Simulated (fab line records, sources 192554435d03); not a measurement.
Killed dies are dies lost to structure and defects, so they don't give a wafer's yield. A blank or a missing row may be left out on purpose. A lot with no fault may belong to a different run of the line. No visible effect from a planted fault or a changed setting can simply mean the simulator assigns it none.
fab line records | flow n5Finfet
record: lots: 7 | wafers: 21
route steps=1938 shown BEOL_M10@1507 BEOL_M12@1656 BEOL_M13@1694 BEOL_M15@1773 TV_OPEN@1890 PASSIVATION@1928
startH: start of the lot's first displayed wafer, in hours after the record's first day | waitH: hours elapsed since this lot's preceding step | " identical to the entry in the row above | L1.1+2: a single row standing in for several wafers | - value missing, or start not given | * or withheld: withheld | < > ~ a bound
route shown NAME@n: NAME is a module with steps in the file, n the number in the route of the first one | usual: the fault-free wafers' mean and standard deviation | same: alike in all rows | chamber/n: place in a boat | sites: each site's reading | _std_site: the values' standard deviation | _edge_site: inner sites' mean taken away from outer sites' mean | radiusMm: for every site, how far away it sits from the centre of the wafer | mask NAME#n: copy n | behind: the most recent tool/chamber to have shaped the wafer | hold: the reason the lot was held/the length of the hold in hours/how it ended | device: the n, p or np transistor that did not switch | end of line: tests of these same wafers at the route's end | for a step that has no rows: nothing shown but its recipe | killed: dies that structure and defects cost at the first sort, which is not the same as the wafer's yield | map: the dies of a wafer, with x for killed, . for not killed, _ for no die there
set.NAME: the setting as run; set.NAME@STEP: as run at that earlier step | model.NAME: the simulator's own value behind a step, which no gauge read
lots where settings were altered on purpose, with a table for each step and a row for each wafer
== steps ==
step: N5_BEOL_M10_ETCH_66
recipe: chemistry: N2/H2 | target: SOC | targetDepthA: 1200 | overetchA: 240 | maskMaterial: SiARC | tempC: 40 | timeS: 180 | ionEnergyEv: 200 | pressureMtorr: 30 | sourceW: 840 | biasW: 150 | n2FlowSccm: 200 | h2FlowSccm: 200
lot.wafer | tool       | chamber | startH | waitH | set.timeS | model.SiARC_of_BEOL_M10_COAT_64.thkNm
L075.3    | rieDiel-02 | 0       | 237.71 | 0.0   | 180       | 22.8
L075.4+5  | "          | 2       | "      | "     | 158.7     | 23.6
L078.1    | rieDiel-04 | 1       | 255.60 | 0.0   | 180       | 22.6
L078.2    | "          | 3       | "      | "     | 180       | 22.4
L078.6    | "          | 3       | "      | "     | 151.2     | 23.8
L079.4+5  | rieDiel-02 | 3,1     | 264.35 | 0.1   | 180       | 22.8
L079.6    | "          | 2       | "      | "     | 180       | 22.6
L090.3+6  | rieDiel-04 | 2,3     | 324.80 | 0.0   | 180       | 22.8
L090.5    | "          | 0       | "      | "     | 151.9     | 24
L092.1    | rieDiel-02 | 3       | 332.34 | 0.0   | 180       | 22.8
L092.3    | "          | 0       | "      | "     | 180       | 22.6
L092.5    | "          | 3       | "      | "     | 219.5     | 21.4
L091.2+6  | rieDiel-01 | 2       | 338.07 | 0.0   | 214.6     | 21.2
L091.4    | "          | 1       | "      | "     | 180       | 22.6
L094.2    | rieDiel-01 | 1       | 359.94 | 0.0   | 180       | 22.8
L094.3+5  | "          | 2       | "      | "     | 169       | 23.2
step: N5_BEOL_M10_TRENCH_ETCH_37
recipe: chemistry: C4F6/O2 | targetDepthA: 1488.3 | target: SiCOH_lowk | timeS: 48 | ionEnergyEv: 250 | pressureMtorr: 30 | sourceW: 345 | biasW: 185 | Ar_flow_sccm: 300 | C4F6_flow_sccm: 10 | O2_flow_sccm: 10
usual: rfVppV: 665/9.8
lot.wafer | tool       | chamber | startH | waitH | set.biasW | rfVppV | model.BEOL_M10.featureDepthNm | model.etch.depthNm
L075.3    | rieDiel-02 | 0       | -      | -     | 185       | 665    | 149.4                         | 149.4
L075.4    | "          | 2       | "      | "     | 185       | 678    | 149.6                         | 149.6
L075.5    | "          | 2       | "      | "     | 185       | 679    | 147                           | 147
L078.1    | rieDiel-04 | 1       | -      | -     | 209.3     | 720    | 154.8                         | 154.9
L078.2    | "          | 3       | "      | "     | 185       | 661    | 150.2                         | 150.2
L078.6    | "          | 3       | "      | "     | 185       | 659    | 148.8                         | 148.8
L079.4    | rieDiel-02 | 3       | -      | -     | 185       | 670    | 143.8                         | 143.7
L079.5    | "          | 1       | "      | "     | 185       | 665    | 148                           | 148
L079.6    | "          | 2       | "      | "     | 185       | 679    | 146.2                         | 146.2
L090.3    | rieDiel-04 | 2       | -      | -     | 185       | 650    | 150.4                         | 150.4
L090.5    | "          | 0       | "      | "     | 185       | 659    | 151.2                         | 151.1
L090.6    | "          | 3       | "      | "     | 158.8     | 585    | 144                           | 144.1
L092.1    | rieDiel-02 | 3       | -      | -     | 162.1     | 603    | 139.2                         | 139.2
L092.3    | "          | 0       | "      | "     | 185       | 666    | 153.2                         | 153.2
L092.5    | "          | 3       | "      | "     | 185       | 670    | 146.6                         | 146.5
L091.2    | rieDiel-01 | 2       | -      | -     | 207.5     | 741    | 155.8                         | 155.7
L091.4    | "          | 1       | "      | "     | 185       | 669    | 149.8                         | 149.8
L091.6    | "          | 2       | "      | "     | 185       | 676    | 147.8                         | 147.8
L094.2    | rieDiel-01 | 1       | -      | -     | 171.1     | 629    | 144.6                         | 144.7
L094.3    | "          | 2       | "      | "     | 171.1     | 636    | 146.2                         | 146.2
L094.5    | "          | 2       | "      | "     | 185       | 676    | 150.4                         | 150.3
step: N5_BEOL_M10_ETCH_41
recipe: chemistry: CH3F/O2 | target: SiCN | targetDepthA: 426 | taperDeg: 2 | timeS: 86 | ionEnergyEv: 120 | maskMaterial: TiN | pressureMtorr: 30 | sourceW: 395 | biasW: 75 | Ar_flow_sccm: 150 | CH3F_flow_sccm: 30 | O2_flow_sccm: 20
step: N5_BEOL_M10_STRIP_77
recipe: chemistry: N2/H2 | timeS: 10 | powerW: 450 | tempC: 40 | pressureMtorr: 20 | rfFrequencyHz: 6e+07 | biasPowerW: 7 | n2FlowSccm: 200 | h2FlowSccm: 200
step: N5_BEOL_M10_OCD_MEAS_38
usual: trenchDepthNm: 148.8/1.9
lot.wafer | tool   | chamber | startH | waitH | set.biasW@BEOL_M10_TRENCH_ETCH_37 | trenchDepthNm
L075.3    | ocd-02 | -       | 238.12 | -     | 185                               | 149.2
L075.4    | "      | -       | "      | "     | 185                               | 149.6
L075.5    | "      | -       | "      | "     | 185                               | 147.3
L078.1    | ocd-01 | -       | 256.01 | -     | 209.3                             | 154.7
L078.2    | "      | -       | "      | "     | 185                               | 150.2
L078.6    | "      | -       | "      | "     | 185                               | 149.1
L079.4    | ocd-02 | -       | 264.70 | -     | 185                               | 143.2
L079.5    | "      | -       | "      | "     | 185                               | 148.2
L079.6    | "      | -       | "      | "     | 185                               | 145.9
L090.3    | ocd-02 | -       | 325.21 | -     | 185                               | 150.1
L090.5    | "      | -       | "      | "     | 185                               | 151.4
L090.6    | "      | -       | "      | "     | 158.8                             | 143.9
L092.1    | ocd-02 | -       | 332.75 | -     | 162.1                             | 139.0
L092.3    | "      | -       | "      | "     | 185                               | 152.8
L092.5    | "      | -       | "      | "     | 185                               | 146.6
L091.2    | ocd-01 | -       | 338.48 | -     | 207.5                             | 155.6
L091.4    | "      | -       | "      | "     | 185                               | 149.4
L091.6    | "      | -       | "      | "     | 185                               | 147.6
L094.2    | ocd-01 | -       | 360.35 | -     | 171.1                             | 144.6
L094.3    | "      | -       | "      | "     | 171.1                             | 146.2
L094.5    | "      | -       | "      | "     | 185                               | 150.2
step: N5_BEOL_M12_DEP_53
recipe: material: SiCN | targetThkA: 300 | tempC: withheld | precursor: 3MS/NH3 | pressureTorr: 3 | rfW: 675 | timeS: 10.5
lot.wafer | tool     | chamber | startH | waitH | set.timeS | model.SiCN_of_BEOL_M12_DEP_53.thkNm
L075.3    | pecvd-01 | 2       | 256.02 | 0.0   | 10.5      | 29.6
L075.4    | "        | 0       | "      | "     | 11.69     | 33.4
L075.5    | "        | 1       | "      | "     | 10.5      | 30
L078.1    | pecvd-04 | 1       | 275.30 | 0.0   | 10.5      | 30.4
L078.2+6  | "        | 0,2     | "      | "     | 11.2      | 32.6
L079.4+6  | pecvd-04 | 1,2     | 281.76 | 0.0   | 10.5      | 30.8
L079.5    | "        | 0       | "      | "     | 10.5      | 30.6
L090.3    | pecvd-04 | 0       | 342.72 | 0.0   | 10.5      | 30.2
L090.5    | "        | 1       | "      | "     | 10.5      | 30
L090.6    | "        | 0       | "      | "     | 10.5      | 30.6
L092.1+3  | pecvd-04 | 0,1     | 351.10 | 0.0   | 10.5      | 30
L092.5    | "        | 1       | "      | "     | 10.5      | 30.6
L091.2    | pecvd-02 | 2       | 357.21 | 0.0   | 10.5      | 29.8
L091.4+6  | "        | 0,1     | "      | "     | 10.99     | 31.6
L094.2    | pecvd-04 | 1       | 378.27 | 0.0   | 10.5      | 30.8
L094.3    | "        | 0       | "      | "     | 10.5      | 30.6
L094.5    | "        | 0       | "      | "     | 11.69     | 34.4
step: N5_BEOL_M13_ETCH_68
recipe: chemistry: N2/H2 | target: SOC | maskMaterial: SiARC | sourceW: 3000 | biasW: 350 | tempC: 40 | timeS: 355 | ionEnergyEv: 200 | pressureMtorr: 30 | n2FlowSccm: 200 | h2FlowSccm: 200
lot.wafer | tool       | chamber | startH | waitH | set.timeS | model.SiARC_of_BEOL_M13_COAT_66.thkNm
L075.3    | rieDiel-03 | 0       | 258.12 | 0.1   | 334.9     | 78.6
L075.4    | "          | 1       | "      | "     | 334.9     | 78.8
L075.5    | "          | 2       | "      | "     | 334.9     | 79.2
L078.1    | rieDiel-06 | 1       | 277.18 | 0.1   | 433.1     | 68.2
L078.2    | "          | 3       | "      | "     | 355       | 75.4
L078.6    | "          | 1       | "      | "     | 433.1     | 68.6
L079.4    | rieDiel-06 | 1       | 283.54 | 0.1   | 355       | 76.2
L079.5+6  | "          | 1,2     | "      | "     | 355       | 76
L090.3    | rieDiel-03 | 2       | 344.57 | 0.1   | 378.4     | 76
L090.5    | "          | 0       | "      | "     | 355       | 77.4
L090.6    | "          | 1       | "      | "     | 355       | 78.4
L092.1    | rieDiel-05 | 0       | 353.04 | 0.1   | 333.1     | 78.4
L092.3+5  | "          | 2,0     | "      | "     | 355       | 76.6
L091.2    | rieDiel-05 | 3       | 359.23 | 0.1   | 355       | 77.6
L091.4    | "          | 3       | "      | "     | 309.6     | 81.4
L091.6    | "          | 1       | "      | "     | 355       | 76.8
L094.2    | rieDiel-06 | 3       | 380.55 | 0.1   | 312.7     | 81.4
L094.3    | "          | 2       | "      | "     | 355       | 77.6
L094.5    | "          | 2       | "      | "     | 355       | 78
step: N5_BEOL_M15_ILD_DEP_00
recipe: material: SiO2 | targetThkA: 16293 | tempC: 400 | precursor: TEOS/O2 | pressureTorr: 6.5 | rfW: 900 | teosFlowSccm: 161.4 | gas: O2 | flowSccm: 2650 | timeS: 346.1
lot.wafer | tool     | chamber | startH | waitH | set.tempC | model.SiO2_of_BEOL_M15_ILD_DEP_00.thkNm
L075.3    | pecvd-04 | 2       | 269.34 | 0.0   | 392.4     | 1711
L075.4    | "        | 0       | "      | "     | 392.4     | 1720
L075.5    | "        | 1       | "      | "     | 400       | 1652
L078.1    | pecvd-01 | 2       | 289.21 | 0.0   | 405.4     | 1542
L078.2    | "        | 1       | "      | "     | 405.4     | 1558
L078.6    | "        | 0       | "      | "     | 400       | 1649
L079.4    | pecvd-04 | 2       | 295.12 | 0.1   | 400       | 1658
L079.5    | "        | 0       | "      | "     | 400       | 1656
L079.6    | "        | 1       | "      | "     | 400       | 1665
L090.3    | pecvd-03 | 0       | 353.87 | 0.0   | 400       | 1630
L090.5    | "        | 1       | "      | "     | 406.9     | 1580
L090.6    | "        | 0       | "      | "     | 400       | 1648
L092.1    | pecvd-01 | 1       | 362.04 | 0.0   | 400       | 1615
L092.3    | "        | 0       | "      | "     | 400       | 1618
L092.5    | "        | 1       | "      | "     | 400       | 1651
L091.2    | pecvd-03 | 1       | 368.14 | 0.0   | 400       | 1609
L091.4    | "        | 2       | "      | "     | 400       | 1628
L091.6    | "        | 0       | "      | "     | 400       | 1649
L094.2    | pecvd-04 | 2       | 389.95 | 0.0   | 400       | 1641
L094.3    | "        | 2       | "      | "     | 400       | 1637
L094.5    | "        | 0       | "      | "     | 402.5     | 1620
step: N5_BEOL_M15_THK_MEAS_01
recipe: reads: SiO2_of_BEOL_M15_ILD_DEP_00
usual: M15_ILD_THK: 1632/18
lot.wafer | tool         | chamber | startH | waitH | set.tempC@BEOL_M15_ILD_DEP_00 | M15_ILD_THK[nm]
L075.3    | filmMetro-02 | -       | 269.59 | 0.1   | 392.4                         | 1711
L075.4    | "            | -       | "      | "     | 392.4                         | 1719
L075.5    | "            | -       | "      | "     | 400                           | 1652
L078.1    | filmMetro-01 | -       | 289.46 | 0.1   | 405.4                         | 1541
L078.2    | "            | -       | "      | "     | 405.4                         | 1558
L078.6    | "            | -       | "      | "     | 400                           | 1649
L079.4    | filmMetro-01 | -       | 295.26 | 0.0   | 400                           | 1658
L079.5    | "            | -       | "      | "     | 400                           | 1657
L079.6    | "            | -       | "      | "     | 400                           | 1664
L090.3    | filmMetro-02 | -       | 354.12 | 0.1   | 400                           | 1630
L090.5    | "            | -       | "      | "     | 406.9                         | 1580
L090.6    | "            | -       | "      | "     | 400                           | 1649
L092.1    | filmMetro-01 | -       | 362.29 | 0.1   | 400                           | 1614
L092.3    | "            | -       | "      | "     | 400                           | 1619
L092.5    | "            | -       | "      | "     | 400                           | 1650
L091.2    | filmMetro-01 | -       | 368.39 | 0.1   | 400                           | 1609
L091.4    | "            | -       | "      | "     | 400                           | 1629
L091.6    | "            | -       | "      | "     | 400                           | 1648
L094.2    | filmMetro-02 | -       | 390.31 | 0.3   | 400                           | 1640
L094.3    | "            | -       | "      | "     | 400                           | 1637
L094.5    | "            | -       | "      | "     | 402.5                         | 1619
step: N5_BEOL_M15_COAT_58
recipe: resist: BARC | tempC: 205 | timeS: 60 | spinRpm: 1500 | resistThkNm: 89
step: N5_BEOL_M15_COAT_04
recipe: spinRpm: 1704 | resistThkNm: 800
step: N5_BEOL_M15_DESCUM_15
recipe: chemistry: O2 | timeS: 7.9 | sourcePowerW: 50 | biasPowerW: 20 | pressureMtorr: 20 | rfFrequencyHz: 2.712e+07 | tempC: 40 | o2FlowSccm: 225
step: N5_BEOL_M15_ETCH_59
recipe: chemistry: N2/H2 | target: BARC | targetDepthA: 890 | overetchA: 267 | timeS: 67.9 | ionEnergyEv: 200 | pressureMtorr: 30 | sourceW: 840 | biasW: 150 | n2FlowSccm: 200 | h2FlowSccm: 200
step: N5_BEOL_M15_VIA_ETCH_16
recipe: chemistry: C4F8/O2/Ar | target: SiO2 | heInnerTorr: 15 | heOuterTorr: 30 | targetDepthA: 17922 | timeS: withheld | ionEnergyEv: 800 | pressureMtorr: 20 | sourceW: 1905 | biasW: 2040 | Ar_flow_sccm: 400 | C4F8_flow_sccm: 16 | O2_flow_sccm: 12 | ends: cleared
lot.wafer | tool       | chamber | startH | waitH | set.tempC@BEOL_M15_ILD_DEP_00 | model.etch.depthNm | model.coat_of_BEOL_M15_COAT_04.thkNm
L075.3    | rieDiel-06 | 2       | 270.07 | 0.0   | 392.4                         | 1711               | 313.4
L075.4    | "          | 3       | "      | "     | 392.4                         | 1720               | 305.8
L075.5    | "          | 0       | "      | "     | 400                           | 1652               | 328.8
L078.1    | rieDiel-03 | 3       | 290.06 | 0.0   | 405.4                         | 1542               | 352.8
L078.2    | "          | 0       | "      | "     | 405.4                         | 1558               | 344.4
L078.6    | "          | 3       | "      | "     | 400                           | 1649               | 329.4
L079.4    | rieDiel-05 | 1       | 296.05 | 0.1   | 400                           | 1658               | 328.2
L079.5    | "          | 2       | "      | "     | 400                           | 1656               | 332.2
L079.6    | "          | 3       | "      | "     | 400                           | 1665               | 329.8
L090.3    | rieDiel-06 | 3       | 354.72 | 0.0   | 400                           | 1630               | 325.8
L090.5    | "          | 1       | "      | "     | 406.9                         | 1580               | 344.8
L090.6    | "          | 2       | "      | "     | 400                           | 1648               | 322.6
L092.1    | rieDiel-06 | 0       | 362.77 | 0.0   | 400                           | 1615               | 337.6
L092.3    | "          | 2       | "      | "     | 400                           | 1618               | 332.4
L092.5    | "          | 0       | "      | "     | 400                           | 1651               | 327.8
L091.2    | rieDiel-05 | 3       | 368.99 | 0.0   | 400                           | 1609               | 343.8
L091.4    | "          | 3       | "      | "     | 400                           | 1628               | 339.4
L091.6    | "          | 1       | "      | "     | 400                           | 1649               | 331.8
L094.2    | rieDiel-06 | 1       | 390.91 | 0.0   | 400                           | 1641               | 331.6
L094.3    | "          | 0       | "      | "     | 400                           | 1637               | 333.8
L094.5    | "          | 3       | "      | "     | 402.5                         | 1620               | 331.6
step: N5_BEOL_M15_SPUTTER_44
recipe: material: Ta | targetThkA: 150 | tempC: 50 | biasV: 80 | powerW: 15000 | chamberPressurePa: 0.07 | timeS: 24.19
lot.wafer  | tool          | chamber | startH | waitH | set.powerW | model.Ta_of_BEOL_M15_SPUTTER_44.thkNm
L075.3+4+5 | pvdSputter-01 | -       | 273.71 | 0.0   | 15000      | 15
L078.1     | pvdSputter-02 | -       | 296.87 | 0.0   | 15000      | 14.8
L078.2     | "             | -       | "      | "     | 15000      | 15.2
L078.6     | "             | -       | "      | "     | 16930      | 16.8
L079.4+6   | pvdSputter-02 | -       | 298.59 | 0.0   | 15000      | 15.2
L079.5     | "             | -       | "      | "     | 15000      | 15
L090.3     | pvdSputter-03 | -       | 360.63 | 0.0   | 13250      | 13.4
L090.5     | "             | -       | "      | "     | 15000      | 15.4
L090.6     | "             | -       | "      | "     | 15000      | 15.2
L092.1+5   | pvdSputter-01 | -       | 369.84 | 0.0   | 15000      | 15
L092.3     | "             | -       | "      | "     | 16860      | 16.8
L091.2+4+6 | pvdSputter-01 | -       | 372.34 | 0.0   | 15000      | 14.8
L094.2     | pvdSputter-03 | -       | 393.43 | 0.0   | 15000      | 15
L094.3     | "             | -       | "      | "     | 17040      | 16.8
L094.5     | "             | -       | "      | "     | 17040      | 17
step: N5_BEOL_M15_CMP_49
recipe: stopOn: SiO2 | tOverpolishS: 4.9 | downForcePsi: 2 | platenRpm: 80 | clearingPlatenDownForcePsi: 2 | clearingPlatenRpm: 80 | postCmpClean: cuAlkaline | targetThkNm: 850 | clearingPlatenPadVelocityMS: 1.5917 | padVelocityMS: 1.5917
lot.wafer | tool   | chamber | startH | waitH | set.downForcePsi | set.tempC@BEOL_M15_ILD_DEP_00 | model.SiO2_of_BEOL_M15_ILD_DEP_00.thkNm
L075.3    | cmp-03 | 2       | 275.02 | 0.2   | 2                | 392.4                         | 1630
L075.4    | "      | 3       | "      | "     | 2                | 392.4                         | 1641
L075.5    | "      | 2       | "      | "     | 2                | 400                           | 1571
L078.2    | cmp-02 | 0       | 297.61 | 0.2   | 2                | 405.4                         | 1478
L078.1    | "      | 3       | "      | "     | 2                | 405.4                         | 1462
L078.6    | "      | 0       | "      | "     | 2                | 400                           | 1569
L079.4    | cmp-02 | 2       | 300.19 | 0.2   | 2                | 400                           | 1577
L079.5    | "      | 1       | "      | "     | 2                | 400                           | 1575
L079.6    | "      | 2       | "      | "     | 2                | 400                           | 1586
L090.3    | cmp-02 | 3       | 361.48 | 0.3   | 2.443            | 400                           | 1548
L090.6    | "      | 0       | "      | "     | 2                | 400                           | 1570
L090.5    | "      | 1       | "      | "     | 2.443            | 406.9                         | 1497
L092.1    | cmp-01 | 1       | 370.58 | 0.3   | 2                | 400                           | 1534
L092.3    | "      | 3       | "      | "     | 2                | 400                           | 1539
L092.5    | "      | 2       | "      | "     | 1.616            | 400                           | 1575
L091.2    | cmp-02 | 2       | 373.79 | 0.2   | 2                | 400                           | 1531
L091.4    | "      | 1       | "      | "     | 2                | 400                           | 1549
L091.6    | "      | 3       | "      | "     | 2.187            | 400                           | 1571
L094.3    | cmp-03 | 2       | 394.23 | 0.2   | 1.786            | 400                           | 1559
L094.2    | "      | 0       | "      | "     | 2                | 400                           | 1561
L094.5    | "      | 2       | "      | "     | 2                | 402.5                         | 1541
step: N5_PASSIVATION_ETCH_15
recipe: chemistry: CF4/N2 | target: SiCN | targetDepthA: 750 | taperDeg: 2 | timeS: 81.2 | ionEnergyEv: 150 | maskMaterial: SiNx | pressureMtorr: 40 | sourceW: 430 | biasW: 70 | Ar_flow_sccm: 100 | cf4FlowSccm: 60 | n2FlowSccm: 60
usual: rfVppV: 382.0/1.5
lot.wafer | tool       | chamber | startH | waitH | set.biasW | rfVppV
L075.3    | rieDiel-03 | 2       | -      | -     | 78.25     | 411.0
L075.4    | "          | 0       | "      | "     | 70        | 381.0
L075.5    | "          | 3       | "      | "     | 78.25     | 410.0
L078.1    | rieDiel-03 | 3       | -      | -     | 62.32     | 354.9
L078.2    | "          | 0       | "      | "     | 62.32     | 352.6
L078.6    | "          | 3       | "      | "     | 70        | 383.1
L079.4    | rieDiel-06 | 0       | -      | -     | 70        | 382.2
L079.5    | "          | 0       | "      | "     | 70        | 381.1
L079.6    | "          | 1       | "      | "     | 70        | 387.1
L090.3    | rieDiel-03 | 1       | -      | -     | 76.6      | 405.7
L090.5    | "          | 1       | "      | "     | 76.6      | 406.8
L090.6    | "          | 2       | "      | "     | 70        | 384.8
L092.1    | rieDiel-05 | 2       | -      | -     | 57.64     | 338.1
L092.3    | "          | 3       | "      | "     | 57.64     | 336.5
L092.5    | "          | 3       | "      | "     | 70        | 380.8
L091.2    | rieDiel-06 | 3       | -      | -     | 70        | 380.8
L091.4    | "          | 0       | "      | "     | 59.76     | 345.0
L091.6    | "          | 2       | "      | "     | 70        | 381.4
L094.2    | rieDiel-03 | 2       | -      | -     | 70        | 384.2
L094.3    | "          | 0       | "      | "     | 70        | 382.5
L094.5    | "          | 2       | "      | "     | 70        | 383.4
step: N5_PASSIVATION_DESCUM_46
recipe: chemistry: O2 | timeS: 7.9 | sourcePowerW: 50 | biasPowerW: 20 | pressureMtorr: 20 | rfFrequencyHz: 2.712e+07 | tempC: 40 | o2FlowSccm: 225
lot.wafer  | tool       | chamber | startH | waitH | set.timeS
L075.3+5   | rieDiel-01 | 2       | 285.19 | 0.1   | 9.2
L075.4     | "          | 3       | "      | "     | 7.9
L078.1+6   | rieDiel-02 | 2,1     | 309.19 | 0.0   | 7.9
L078.2     | "          | 3       | "      | "     | 8.687
L079.4+5+6 | rieDiel-02 | 0,0,3   | 312.65 | 0.0   | 7.9
L090.3+5+6 | rieDiel-01 | 0,2,1   | 373.44 | 0.0   | 7.9
L092.1+5   | rieDiel-01 | 0       | 382.83 | 0.0   | 9.116
L092.3     | "          | 2       | "      | "     | 7.9
L091.2+6   | rieDiel-01 | 1       | 385.15 | 0.0   | 6.202
L091.4     | "          | 0       | "      | "     | 7.9
L094.2+3   | rieDiel-02 | 1,2     | 407.26 | 0.0   | 7.9
L094.5     | "          | 1       | "      | "     | 7.105
== key ==
split: step: N5_BEOL_M10_ETCH_66 | setting: timeS | stated: 180 | by: wafer
response: step: N5_BEOL_M10_ETCH_66 | reading: model.SiARC_of_BEOL_M10_COAT_64.thkNm | change: -0.0699 | per: 1% | r: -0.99
split: step: N5_BEOL_M10_TRENCH_ETCH_37 | setting: biasW | stated: 185 | by: wafer
response: step: N5_BEOL_M10_TRENCH_ETCH_37 | reading: rfVppV | change: +5.12 | per: 1% | r: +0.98
response: step: N5_BEOL_M10_TRENCH_ETCH_37 | reading: model.BEOL_M10.featureDepthNm | change: +0.576 | per: 1% | r: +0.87
response: step: N5_BEOL_M10_TRENCH_ETCH_37 | reading: model.etch.depthNm | change: +0.572 | per: 1% | r: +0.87
response: step: N5_BEOL_M10_OCD_MEAS_38 | reading: trenchDepthNm | change: +0.571 | per: 1% | r: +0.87
split: step: N5_BEOL_M12_DEP_53 | setting: timeS | stated: 10.5 | by: wafer
response: step: N5_BEOL_M12_DEP_53 | reading: model.SiCN_of_BEOL_M12_DEP_53.thkNm | change: +0.327 | per: 1% | r: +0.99
split: step: N5_BEOL_M13_ETCH_68 | setting: timeS | stated: 355 | by: wafer
response: step: N5_BEOL_M13_ETCH_68 | reading: model.SiARC_of_BEOL_M13_COAT_66.thkNm | change: -0.315 | per: 1% | r: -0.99
split: step: N5_BEOL_M15_ILD_DEP_00 | setting: tempC | stated: 400 | by: wafer
response: step: N5_BEOL_M15_ILD_DEP_00 | reading: model.SiO2_of_BEOL_M15_ILD_DEP_00.thkNm | change: -41.9 | per: 1% | r: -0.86
response: step: N5_BEOL_M15_THK_MEAS_01 | reading: M15_ILD_THK | change: -42 | per: 1% | r: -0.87
response: step: N5_BEOL_M15_VIA_ETCH_16 | reading: model.etch.depthNm | change: -41.9 | per: 1% | r: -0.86
response: step: N5_BEOL_M15_VIA_ETCH_16 | reading: model.coat_of_BEOL_M15_COAT_04.thkNm | change: +11.1 | per: 1% | r: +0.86
response: step: N5_BEOL_M15_CMP_49 | reading: model.SiO2_of_BEOL_M15_ILD_DEP_00.thkNm | change: -42.7 | per: 1% | r: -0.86
split: step: N5_BEOL_M15_SPUTTER_44 | setting: powerW | stated: 15000 | by: wafer
response: step: N5_BEOL_M15_SPUTTER_44 | reading: model.Ta_of_BEOL_M15_SPUTTER_44.thkNm | change: +0.146 | per: 1% | r: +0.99
split: step: N5_BEOL_M15_CMP_49 | setting: downForcePsi | stated: 2 | by: wafer
response none clear
split: step: N5_PASSIVATION_ETCH_15 | setting: biasW | stated: 70 | by: wafer
response: step: N5_PASSIVATION_ETCH_15 | reading: rfVppV | change: +2.48 | per: 1% | r: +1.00
split: step: N5_PASSIVATION_DESCUM_46 | setting: timeS | stated: 7.9 | by: wafer
response none in this file
